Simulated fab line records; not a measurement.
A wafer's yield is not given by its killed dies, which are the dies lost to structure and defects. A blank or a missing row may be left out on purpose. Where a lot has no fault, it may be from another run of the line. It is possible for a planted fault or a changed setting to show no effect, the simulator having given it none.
fab line records -- flow n5_finfet -- part 1 of 2: steps 1 to 18 of 28
[record] lots = 5, wafers = 15, last_day = 17
route steps=1938 shown SDB@357 DUMMY_REMOVAL@377
lots that met no fault: from a run of the same line without faults
start_h: start of the lot's first displayed wafer, in hours after the record's first day -- wait_h: hours elapsed since this lot's preceding step -- " the same as in the row above -- L1.1+2: a row that stands for several wafers -- - value missing, or start not given -- * or withheld: withheld -- < > ~ a bound
route shown NAME@n: names a module that has steps shown in the file, with the first one's number in the route -- usual: mean and standard deviation over wafers with no fault -- same: alike in all rows -- chamber/n: place in a boat -- sites: the reading at each site -- _std_site: their standard deviation -- _edge_site: outer sites' mean less inner sites' -- radius_mm: for every site, how far away it sits from the centre of the wafer -- mask NAME#n: copy n -- behind: the last tool/chamber to shape the wafer -- hold: cause of the lot's hold/its duration in hours/its outcome -- device: whichever transistor did not switch (one of n, p or np) -- end of line: the route-end tests of the same wafers -- step lacking rows: just its recipe -- killed: the dies lost at the first sort to structure and to defects; this is not the yield of the wafer -- map: dies across one wafer; x = killed, . = not, _ = none there
set.NAME: the setting as run; set.NAME@STEP: as run at that earlier step -- model.NAME: the simulator's own value behind a step, which no gauge read
lots seen at some steps along the route; tables by step, rows by wafer
services: when a tool's chamber went out of use (start_h, in hours from the record's first day, below 0 if earlier), for how many hours, and the reason
[[steps]]
[step N5_SDB_OVL_MEAS_12]
[recipe] points_per_wafer = 44
[usual] SDB_OVL = -0.2/0.68
lot.wafer,tool,chamber,start_h,wait_h,SDB_OVL[nm]
L079.3,overlay-02,0,94.72,0.0,0.0
L079.4,overlay-02,0,94.72,0.0,-0.8
L079.5,overlay-02,0,94.72,0.0,-0.5
L083.3,overlay-01,0,119.18,0.0,-0.8
L083.4,overlay-01,0,119.18,0.0,-1.4
L083.6,overlay-01,0,119.18,0.0,-0.9
L087.2,overlay-02,0,144.89,0.0,-0.1
L087.3,overlay-02,0,144.89,0.0,0.1
L087.6,overlay-02,0,144.89,0.0,0.5
L089.1,overlay-02,0,158.00,0.0,0.6
L089.2,overlay-02,0,158.00,0.0,-0.2
L089.5,overlay-02,0,158.00,0.0,1.0
L096.1,overlay-02,0,196.86,0.0,0.2
L096.3,overlay-02,0,196.86,0.0,0.3
L096.5,overlay-02,0,196.86,0.0,-0.4
[step N5_SDB_INSPECT_13]
[recipe] mode = adi, inspect_instrument = brightfield
[usual] raw_defect_count = 66/25
lot.wafer,tool,chamber,start_h,wait_h,raw_defect_count
L079.3,defect_inspect-02,-,94.75,0.0,107
L079.4,defect_inspect-02,-,94.75,0.0,73
L079.5,defect_inspect-02,-,94.75,0.0,98
L083.3,defect_inspect-01,-,119.20,0.0,40
L083.4,defect_inspect-01,-,119.20,0.0,64
L083.6,defect_inspect-01,-,119.20,0.0,90
L087.2,defect_inspect-01,-,144.92,0.0,85
L087.3,defect_inspect-01,-,144.92,0.0,80
L087.6,defect_inspect-01,-,144.92,0.0,77
L089.1,defect_inspect-01,-,158.02,0.0,59
L089.2,defect_inspect-01,-,158.02,0.0,65
L089.5,defect_inspect-01,-,158.02,0.0,64
L096.1,defect_inspect-01,-,196.89,0.0,65
L096.3,defect_inspect-01,-,196.89,0.0,81
L096.5,defect_inspect-01,-,196.89,0.0,74
[step N5_SDB_DESCUM_16]
[recipe] chemistry = O2, time_s = 7.9, source_power_w = 50, bias_power_w = 20, pressure_mtorr = 20, rf_frequency_hz = 2.712e+07, temp_c = 40, resist = CAR-ArF, o2_flow_sccm = 225
[usual] drypump_motor_current_A = 5.7/0.46, oes_product_au = 0.80/0.093, rf_vpp_V = 243.7/1.5, showerhead_plenum_p_Torr = 2.12/0.087, throttle_valve_pct = 20.40/0.23
lot.wafer,tool,chamber,start_h,wait_h,drypump_motor_current_A,oes_product_au,rf_hours_counter_h,rf_vpp_V,showerhead_plenum_p_Torr,throttle_valve_pct
L079.3,rie_diel-03,3,94.78,0.0,5.6,0.72,172,243.2,2.14,20.61
L079.4,rie_diel-03,1,94.78,0.0,5.2,0.95,21,243.4,2.22,20.01
L079.5,rie_diel-03,1,94.78,0.0,5.2,0.94,-,246.6,2.23,20.00
L083.3,rie_diel-04,3,119.23,0.0,5.1,0.73,184,241.9,1.99,20.46
L083.4,rie_diel-04,2,119.23,0.0,5.1,0.84,45,246.7,2.18,19.94
L083.6,rie_diel-04,0,119.23,0.0,5.6,0.91,-,244.6,2.23,20.35
L087.2,rie_diel-01,0,145.24,0.3,6.5,0.85,58,244.5,2.16,20.44
L087.3,rie_diel-01,1,145.24,0.3,5.8,0.72,185,242.7,2.01,20.45
L087.6,rie_diel-01,3,145.24,0.3,5.7,0.73,-,245.0,2.14,20.22
L089.1,rie_diel-01,3,158.06,0.0,5.7,0.73,180,244.5,2.14,20.22
L089.2,rie_diel-01,2,158.06,0.0,5.1,1.00,2,244.4,2.23,20.37
L089.5,rie_diel-01,2,158.06,0.0,5.0,0.98,-,245.6,2.22,20.37
L096.1,rie_diel-03,0,198.11,1.2,6.3,0.71,191,242.6,2.17,20.76
L096.3,rie_diel-03,2,198.11,1.2,6.0,0.76,158,242.6,1.99,20.35
L096.5,rie_diel-03,2,198.11,1.2,6.0,0.76,-,242.2,1.99,20.34
[step N5_SDB_ETCH_17]
[recipe] chemistry = CF4, target = SiARC, target_depth_a = 234, mask_material = CAR-ArF, time_s = 39, ion_energy_ev = 80, pressure_mtorr = 40, source_w = 545, bias_w = 36, Ar_flow_sccm = 100, cf4_flow_sccm = 100, ends = cleared
[usual] drypump_motor_current_A = 5.7/0.45, etch_rf_on_time_s = 38.6/1.2, mfc_ar_sccm = 100.00/0.28, oes_product_au = 0.68/0.081, rf_vpp_V = 184.4/1.4, showerhead_plenum_p_Torr = 2.18/0.091, throttle_valve_pct = 15.66/0.26
lot.wafer,tool,chamber,start_h,wait_h,drypump_motor_current_A,etch_rf_on_time_s,mfc_ar_sccm,oes_product_au,rf_hours_counter_h,rf_vpp_V,showerhead_plenum_p_Torr,throttle_valve_pct
L079.3,rie_diel-03,3,94.82,0.0,5.6,39.6,99.75,0.60,172,184.7,2.24,16.10
L079.4,rie_diel-03,1,94.82,0.0,5.2,36.8,100.09,0.82,21,187.1,2.29,15.37
L079.5,rie_diel-03,1,94.82,0.0,5.2,37.0,100.07,0.81,-,185.5,2.29,15.37
L083.3,rie_diel-04,3,119.27,0.0,5.1,37.4,99.98,0.62,184,183.3,2.06,15.73
L083.4,rie_diel-04,2,119.27,0.0,5.1,36.4,99.48,0.74,45,184.9,2.28,15.37
L083.6,rie_diel-04,0,119.27,0.0,5.6,39.3,100.59,0.76,-,187.5,2.29,15.61
L087.2,rie_diel-01,0,145.28,0.0,6.5,38.9,100.13,0.72,58,185.7,2.19,15.35
L087.3,rie_diel-01,1,145.28,0.0,5.7,39.7,99.74,0.62,185,183.3,2.05,15.59
L087.6,rie_diel-01,3,145.28,0.0,5.7,39.9,100.39,0.62,-,184.4,2.22,15.61
L089.1,rie_diel-01,3,158.09,0.0,5.7,39.2,99.93,0.63,180,184.6,2.21,15.65
L089.2,rie_diel-01,2,158.09,0.0,5.0,38.6,99.99,0.86,2,186.4,2.29,15.63
L089.5,rie_diel-01,2,158.09,0.0,5.1,38.9,99.96,0.86,-,185.2,2.29,15.62
L096.1,rie_diel-03,0,198.15,0.0,6.3,40.1,99.86,0.60,191,184.2,2.21,15.93
L096.3,rie_diel-03,2,198.15,0.0,6.1,37.9,100.30,0.66,158,182.7,2.05,15.59
L096.5,rie_diel-03,2,198.15,0.0,6.0,37.7,100.03,0.66,-,184.3,2.05,15.61
[step N5_SDB_ETCH_18]
[recipe] chemistry = N2/H2, target = SOC, target_depth_a = 1000, overetch_a = 200, mask_material = SiARC, temp_c = 40, time_s = 150, ion_energy_ev = 200, pressure_mtorr = 30, source_w = 840, bias_w = 150, n2_flow_sccm = 200, h2_flow_sccm = 200
[usual] drypump_motor_current_A = 5.7/0.46, oes_product_au = 0.71/0.079, rf_vpp_V = 525/3.1, showerhead_plenum_p_Torr = 2.59/0.11, throttle_valve_pct = 17.9/0.31
lot.wafer,tool,chamber,start_h,wait_h,drypump_motor_current_A,oes_product_au,rf_hours_counter_h,rf_vpp_V,showerhead_plenum_p_Torr,throttle_valve_pct
L079.3,rie_diel-03,3,94.85,0.0,5.6,0.64,172,527,2.62,18.1
L079.4,rie_diel-03,1,94.85,0.0,5.2,0.82,21,528,2.69,17.3
L079.5,rie_diel-03,1,94.85,0.0,5.2,0.82,-,527,2.69,17.3
L083.3,rie_diel-04,3,119.30,0.0,5.0,0.64,184,520,2.45,18.0
L083.4,rie_diel-04,2,119.30,0.0,5.1,0.75,45,529,2.67,17.5
L083.6,rie_diel-04,0,119.30,0.0,5.6,0.80,-,528,2.72,17.9
L087.2,rie_diel-01,0,145.32,0.0,6.6,0.75,58,524,2.59,17.6
L087.3,rie_diel-01,1,145.32,0.0,5.7,0.65,185,520,2.43,17.9
L087.6,rie_diel-01,3,145.32,0.0,5.7,0.66,-,527,2.68,18.1
L089.1,rie_diel-01,3,158.13,0.0,5.7,0.67,180,527,2.68,18.1
L089.2,rie_diel-01,2,158.13,0.0,5.0,0.89,2,529,2.73,18.0
L089.5,rie_diel-01,2,158.13,0.0,5.1,0.89,-,529,2.73,18.0
L096.1,rie_diel-03,0,198.18,0.0,6.3,0.64,191,525,2.65,18.3
L096.3,rie_diel-03,2,198.18,0.0,6.0,0.68,158,521,2.42,17.7
L096.5,rie_diel-03,2,198.18,0.0,6.0,0.68,-,520,2.42,17.7
[step N5_SDB_STRIP_19]
[recipe] chemistry = N2/H2, temp_c = 40, n2_flow_sccm = 200, h2_flow_sccm = 200, rf_frequency_hz = 6e+07
lot.wafer,tool,chamber,start_h,wait_h
L079.3+4+5,rie_diel-03,"3,1,1",94.98,0.1
L083.3+4+6,rie_diel-04,"3,2,0",119.43,0.1
L087.2+3+6,rie_diel-01,"0,1,3",145.44,0.1
L089.1+2+5,rie_diel-01,"3,2,2",158.25,0.1
L096.1+3+5,rie_diel-03,"0,2,2",198.31,0.1
[step N5_SDB_STRIP_21]
[recipe] chemistry = CF4, resist = SiARC, power_w = 300, bias_power_w = 75, pressure_mtorr = 50, cf4_flow_sccm = 150, rf_frequency_hz = 6e+07
[usual] drypump_motor_current_A = 5.7/0.46, oes_product_au = 0.79/0.088, rf_vpp_V = 271.7/1.8, showerhead_plenum_p_Torr = 1.83/0.078, throttle_valve_pct = 13.63/0.29
lot.wafer,tool,chamber,start_h,wait_h,drypump_motor_current_A,oes_product_au,rf_hours_counter_h,rf_vpp_V,showerhead_plenum_p_Torr,throttle_valve_pct
L079.3,rie_diel-03,3,94.99,0.0,5.6,0.71,172,273.6,1.89,14.11
L079.4,rie_diel-03,1,94.99,0.0,5.2,0.91,21,273.5,1.93,13.35
L079.5,rie_diel-03,1,94.99,0.0,5.2,0.90,-,273.5,1.93,13.35
L083.3,rie_diel-04,3,119.44,0.0,5.1,0.71,184,268.0,1.73,13.72
L083.4,rie_diel-04,2,119.44,0.0,5.1,0.84,45,274.2,1.90,13.29
L083.6,rie_diel-04,0,119.44,0.0,5.5,0.89,-,274.1,1.91,13.51
L087.2,rie_diel-01,0,145.45,0.0,6.5,0.82,58,271.5,1.82,13.29
L087.3,rie_diel-01,1,145.45,0.0,5.7,0.72,185,269.8,1.72,13.57
L087.6,rie_diel-01,3,145.45,0.0,5.7,0.74,-,273.1,1.85,13.60
L089.1,rie_diel-01,3,158.26,0.0,5.7,0.73,180,274.1,1.85,13.61
L089.2,rie_diel-01,2,158.26,0.0,5.0,0.99,2,273.0,1.93,13.54
L089.5,rie_diel-01,2,158.26,0.0,5.0,0.99,-,271.8,1.93,13.56
L096.1,rie_diel-03,0,198.32,0.0,6.3,0.70,191,272.9,1.86,13.92
L096.3,rie_diel-03,2,198.32,0.0,6.0,0.75,158,269.3,1.72,13.58
L096.5,rie_diel-03,2,198.32,0.0,6.0,0.76,-,270.1,1.72,13.58
[step N5_SDB_HM_OPEN_20]
[recipe] chemistry = CH3F/O2, target = SiNx, mask_material = SOC, target_depth_a = 240, stop_on = poly-Si, over_etch_frac = 0.4, ion_energy_ev = 120, pressure_mtorr = 30, source_w = 395, bias_w = 73, Ar_flow_sccm = 150, CH3F_flow_sccm = 30, O2_flow_sccm = 20
[usual] drypump_motor_current_A = 5.7/0.46, mfc_ar_sccm = 150.0/0.5, oes_product_au = 0.65/0.072, rf_vpp_V = 302/8.2, showerhead_plenum_p_Torr = 2.03/0.086, throttle_valve_pct = 16.37/0.23
[same] over_etch_frac = 0.4
lot.wafer,tool,chamber,start_h,wait_h,drypump_motor_current_A,mfc_ar_sccm,oes_product_au,rf_hours_counter_h,rf_vpp_V,showerhead_plenum_p_Torr,throttle_valve_pct
L079.3,rie_diel-03,3,95.01,0.0,5.6,151.2,0.58,172,310,2.07,16.71
L079.4,rie_diel-03,1,95.01,0.0,5.2,150.3,0.75,21,308,2.14,15.98
L079.5,rie_diel-03,1,95.01,0.0,5.2,150.1,0.76,-,306,2.14,16.01
L083.3,rie_diel-04,3,119.46,0.0,5.0,150.4,0.57,184,292,1.92,16.43
L083.4,rie_diel-04,2,119.46,0.0,5.1,149.7,0.69,45,306,2.13,16.11
L083.6,rie_diel-04,0,119.46,0.0,5.6,149.6,0.75,-,297,2.15,16.36
L087.2,rie_diel-01,0,145.47,0.0,6.5,150.4,0.70,58,297,2.05,16.18
L087.3,rie_diel-01,1,145.47,0.0,5.7,150.0,0.60,185,293,1.91,16.34
L087.6,rie_diel-01,3,145.47,0.0,5.7,149.7,0.63,-,317,2.07,16.34
L089.1,rie_diel-01,3,158.28,0.0,5.7,150.2,0.61,180,317,2.07,16.36
L089.2,rie_diel-01,2,158.28,0.0,5.1,150.1,0.82,2,296,2.14,16.31
L089.5,rie_diel-01,2,158.28,0.0,5.0,150.6,0.83,-,297,2.14,16.30
L096.1,rie_diel-03,0,198.34,0.0,6.3,149.7,0.59,191,298,2.07,16.64
L096.3,rie_diel-03,2,198.34,0.0,6.0,148.6,0.63,158,299,1.91,16.34
L096.5,rie_diel-03,2,198.34,0.0,6.0,147.4,0.65,-,301,1.91,16.33
[step N5_SDB_STRIP_22]
[recipe] chemistry = N2/H2, power_w = 1000, temp_c = 250, h2_frac = 0.65, overash_fraction = 0.3, pressure_mtorr = withheld, n2_flow_sccm = 1750, h2_flow_sccm = 3250
[usual] drypump_motor_current_A = 5.9/0.37, heater_power_w = 337/30, oes_product_au = 0.715/0.0043, strip_time_to_endpoint_s = 96.1/0.44
lot.wafer,tool,chamber,start_h,wait_h,drypump_motor_current_A,heater_power_w,oes_product_au,rf_hours_counter_h,strip_time_to_endpoint_s
L079.3,plasma_asher-02,1,95.13,0.1,5.6,356,0.718,-,96.4
L079.4,plasma_asher-02,0,95.13,0.1,6.0,356,0.713,-,95.5
L079.5,plasma_asher-02,0,95.13,0.1,6.0,360,0.710,-,95.2
L083.3,plasma_asher-02,1,119.58,0.1,5.6,369,0.713,-,95.7
L083.4,plasma_asher-02,0,119.58,0.1,6.0,371,0.716,-,96.0
L083.6,plasma_asher-02,0,119.58,0.1,6.0,357,0.719,-,96.4
L087.2,plasma_asher-02,0,145.55,0.1,6.0,343,0.713,111,96.4
L087.3,plasma_asher-02,1,145.55,0.1,5.6,358,0.715,-,96.5
L087.6,plasma_asher-02,1,145.55,0.1,5.5,362,0.720,-,96.4
L089.1,plasma_asher-02,0,158.37,0.1,6.0,351,0.717,113,96.4
L089.2,plasma_asher-02,1,158.37,0.1,5.6,370,0.711,113,96.3
L089.5,plasma_asher-02,1,158.37,0.1,5.6,371,0.708,-,96.2
L096.1,plasma_asher-01,0,198.42,0.1,5.5,303,0.717,60,96.8
L096.3,plasma_asher-01,0,198.42,0.1,5.5,313,0.721,-,96.1
L096.5,plasma_asher-01,0,198.42,0.1,5.6,302,0.714,-,95.9
[step N5_SDB_PRECLEAN_23]
[recipe] chemistry = dHF, time_s = 30, temp_c = 25, dilution = withheld
lot.wafer,tool,chamber,start_h,wait_h
L079.3+4+5,wet_bench-03,"4,1,0",95.24,0.1
L083.3+4+6,wet_bench-03,"1,3,0",119.69,0.1
L087.2+3+6,wet_bench-03,"2,7,0",145.70,0.1
L089.1+2+5,wet_bench-03,"7,4,5",158.51,0.1
L096.1+3+5,wet_bench-03,"5,2,0",198.57,0.1
[step N5_SDB_DUMMY_REMOVE_24]
[recipe] chemistry = TMAH, temp_c = 70, target = poly-Si, stop_on = SiO2, target_depth_nm = 142, conc_wt_pct = 5, time_s = 57, dry = ipa_marangoni, rinse_time_s = 30, rinse_temp_c = 23
lot.wafer,tool,chamber,start_h,wait_h
L079.3+4+5,wet_bench-03,"4,1,0",95.25,0.0
L083.3+4+6,wet_bench-03,"1,3,0",119.70,0.0
L087.2+3+6,wet_bench-03,"2,7,0",145.71,0.0
L089.1+2+5,wet_bench-03,"7,4,5",158.52,0.0
L096.1+3+5,wet_bench-03,"5,2,0",198.58,0.0
[step N5_SDB_ETCH_25]
[recipe] chemistry = C4F6/O2, target = SiO2, target_depth_a = 100, time_s = 3.3, ion_energy_ev = 250, mask_material = SiNx, pressure_mtorr = 30, source_w = 345, bias_w = 185, Ar_flow_sccm = 300, C4F6_flow_sccm = 10, O2_flow_sccm = 10
[usual] drypump_motor_current_A = 5.8/0.44, mfc_ar_sccm = 300.1/0.9, oes_product_au = 0.80/0.09, rf_vpp_V = 676/20, showerhead_plenum_p_Torr = 2.90/0.11, throttle_valve_pct = 21.23/0.21
lot.wafer,tool,chamber,start_h,wait_h,drypump_motor_current_A,mfc_ar_sccm,oes_product_au,rf_hours_counter_h,rf_vpp_V,showerhead_plenum_p_Torr,throttle_valve_pct
L079.3,rie_diel-04,0,95.31,0.0,5.6,301.6,0.92,10,666,3.05,21.26
L079.4,rie_diel-04,2,95.31,0.0,5.1,300.3,0.88,35,684,3.03,21.06
L079.5,rie_diel-04,1,95.31,0.0,5.8,299.1,0.98,-,638,2.80,21.07
L083.3,rie_diel-03,0,119.87,0.1,6.2,302.0,0.74,158,670,2.95,21.38
L083.4,rie_diel-03,3,119.87,0.1,5.6,300.3,0.71,181,699,2.95,21.62
L083.6,rie_diel-03,0,119.87,0.1,6.3,300.7,0.74,-,669,2.95,21.38
L087.2,rie_diel-01,0,145.83,0.1,6.5,298.8,0.83,58,668,2.92,21.06
L087.3,rie_diel-01,1,145.83,0.1,5.8,300.3,0.72,185,658,2.73,21.12
L087.6,rie_diel-01,3,145.83,0.1,5.7,300.2,0.74,-,712,2.95,21.17
L089.1,rie_diel-03,0,158.59,0.0,6.3,299.8,0.71,173,670,2.94,21.40
L089.2,rie_diel-03,1,158.59,0.0,5.2,299.0,0.91,46,689,3.02,20.94
L089.5,rie_diel-03,1,158.59,0.0,5.2,300.2,0.91,-,688,3.02,20.96
L096.1,rie_diel-03,1,199.51,0.9,5.2,301.6,0.89,60,688,3.02,20.98
L096.3,rie_diel-03,2,199.51,0.9,6.0,298.8,0.77,159,670,2.73,21.14
L096.5,rie_diel-03,2,199.51,0.9,6.0,301.0,0.77,-,668,2.73,21.15
[step N5_SDB_CUT_ETCH_26]
[recipe] chemistry = HBr/Cl2/O2, target = Si, target_depth_a = 1296, bt_time_s = 20, mask_material = SiNx, time_s = 51.8, ion_energy_ev = *, bias_w = *, pressure_mtorr = 10, icp_w = 800, HBr_flow_sccm = 150, Cl2_flow_sccm = 80, O2_flow_sccm = 12
[usual] drypump_motor_current_A = 5.8/0.46, oes_product_au = 1.002/0.017, throttle_valve_pct = 37.3/0.31
lot.wafer,tool,chamber,start_h,wait_h,drypump_motor_current_A,oes_product_au,rf_hours_counter_h,throttle_valve_pct
L079.3,rie_si-01,1,95.39,0.1,6.3,1.008,66,37.0
L079.4,rie_si-01,0,95.39,0.1,6.0,0.980,159,37.2
L079.5,rie_si-01,3,95.39,0.1,5.3,1.016,-,37.2
L083.3,rie_si-05,2,119.95,0.1,4.8,0.987,73,37.5
L083.4,rie_si-05,1,119.95,0.1,5.5,1.001,3,37.3
L083.6,rie_si-05,1,119.95,0.1,5.4,1.001,-,37.3
L087.2,rie_si-02,2,145.91,0.1,6.0,0.983,9,36.8
L087.3,rie_si-02,0,145.91,0.1,6.4,1.003,85,37.6
L087.6,rie_si-02,0,145.91,0.1,6.4,1.000,-,37.6
L089.1,rie_si-01,0,158.67,0.1,6.0,0.972,160,37.2
L089.2,rie_si-01,3,158.67,0.1,5.3,1.009,87,37.1
L089.5,rie_si-01,2,158.67,0.1,5.4,1.015,-,37.2
L096.1,rie_si-02,3,199.59,0.1,5.8,1.016,76,37.4
L096.3,rie_si-02,2,199.59,0.1,5.9,0.978,10,36.8
L096.5,rie_si-02,0,199.59,0.1,6.4,1.006,-,37.6
[step N5_SDB_PRECLEAN_38]
[recipe] chemistry = dHF, time_s = 10, dilution = 750:1, temp_c = 25
lot.wafer,tool,chamber,start_h,wait_h
L079.3+4+5,wet_bench-02,"4,2,1",95.58,0.1
L083.3+4+6,wet_bench-02,"6,4,5",120.07,0.1
L087.2+3+6,wet_bench-04,"5,4,0",146.03,0.1
L089.1+2+5,wet_bench-03,"6,3,2",158.79,0.1
L096.1+3+5,wet_bench-03,"7,3,6",199.71,0.1
[step N5_SDB_PRECLEAN_39]
[recipe] chemistry = O3/DIW, time_s = 45, temp_c = 22, o3_ppm = 10
lot.wafer,tool,chamber,start_h,wait_h
L079.3+4+5,wet_bench-02,"4,2,1",95.58,0.0
L083.3+4+6,wet_bench-02,"6,4,5",120.08,0.0
L087.2+3+6,wet_bench-04,"5,4,0",146.04,0.0
L089.1+2+5,wet_bench-03,"6,3,2",158.79,0.0
L096.1+3+5,wet_bench-03,"7,3,6",199.71,0.0
[step N5_SDB_SRD_28]
[recipe] dry = ipa_marangoni, time_s = 30, temp_c = 23, rinse_liquid = diw
lot.wafer,tool,chamber,start_h,wait_h
L079.3+4+5,wet_bench-02,"4,2,1",95.59,0.0
L083.3+4+6,wet_bench-02,"6,4,5",120.09,0.0
L087.2+3+6,wet_bench-04,"5,4,0",146.05,0.0
L089.1+2+5,wet_bench-03,"6,3,2",158.81,0.0
L096.1+3+5,wet_bench-03,"7,3,6",199.73,0.0
[step N5_SDB_ALD_29]
[recipe] material = SiNx, target_thk_a = 300, temp_c = 400, ald_precursor_family = SiH2I2, ald_co_reactant = N2/H2-plasma, pulse_time_s = 1, ald_cycles = 600, purge_time_s = 2, co_reactant_purge_time_s = 2, pressure_torr = 2
[usual] heater_power_w = 824/84, precursor_pulse_height_rel = 1.000/0.021
lot.wafer,tool,chamber,start_h,wait_h,heater_power_w,precursor_pulse_height_rel
L079.3,ald_sin-01,1,96.15,0.5,748,0.998
L079.4,ald_sin-01,2,96.15,0.5,853,1.006
L079.5,ald_sin-01,2,97.51,1.9,860,1.007
L083.3,ald_sin-02,2,120.14,0.0,753,0.995
L083.4,ald_sin-02,1,120.14,0.0,928,1.000
L083.6,ald_sin-02,3,121.49,1.4,703,1.023
L087.2,ald_sin-04,0,146.14,0.1,843,0.992
L087.3,ald_sin-04,3,146.14,0.1,816,0.976
L087.6,ald_sin-04,0,147.49,1.4,855,0.995
L089.1,ald_sin-04,3,158.86,0.0,808,0.937
L089.2,ald_sin-04,1,158.86,0.0,850,1.018
L089.5,ald_sin-04,0,160.21,1.4,864,1.027
L096.1,ald_sin-02,2,199.77,0.0,773,1.023
L096.3,ald_sin-02,1,199.77,0.0,940,0.993
L096.5,ald_sin-02,0,201.13,1.4,789,0.996
[step N5_SDB_CMP_30]
[recipe] stop_on = poly-Si, t_overpolish_s = 1.54, post_cmp_clean = alkaline_brush, down_force_psi = 4.1491, platen_rpm = 51.796, pad_velocity_m_s = 1.0306, target_thk_nm = 30
[usual] motor_current_A = 12.9/2.1, overpolish_run_s = 1.541/0.0096, platen_rpm = 51.80/0.035, slurry_filter_dp_kPa = 13.50/0.15, time_to_endpoint_s = 16/3.1
lot.wafer,tool,chamber,start_h,wait_h,motor_current_A,overpolish_run_s,platen_rpm,slurry_filter_dp_kPa,time_to_endpoint_s
L079.4,cmp-01,0,98.89,1.4,13.5,1.548,51.82,13.74,18
L079.3,cmp-01,2,98.89,1.4,13.1,1.552,51.80,13.41,16
L079.5,cmp-01,0,98.89,1.4,14.0,1.557,51.87,13.62,18
L083.4,cmp-02,3,122.91,1.4,13.2,1.528,51.79,13.67,21
L083.3,cmp-02,1,122.91,1.4,15.1,1.525,51.86,13.54,21
L083.6,cmp-02,2,122.91,1.4,11.0,1.534,51.76,13.47,18
L087.3,cmp-01,1,148.87,1.4,10.4,1.537,51.83,13.52,14
L087.2,cmp-01,0,148.87,1.4,13.7,1.534,51.79,13.50,13
L087.6,cmp-01,2,148.87,1.4,13.9,1.546,51.82,13.44,13
L089.1,cmp-03,2,161.59,1.4,13.0,1.547,51.79,13.14,14
L089.2,cmp-03,1,161.59,1.4,17.8,1.538,51.83,13.61,15
L089.5,cmp-03,3,161.59,1.4,11.7,1.549,51.77,13.41,11
L096.1,cmp-01,2,202.58,1.5,13.8,1.542,51.82,13.59,16
L096.3,cmp-01,3,202.58,1.5,11.5,1.555,51.85,13.46,15
L096.5,cmp-01,1,202.58,1.5,11.2,1.543,51.78,13.38,19
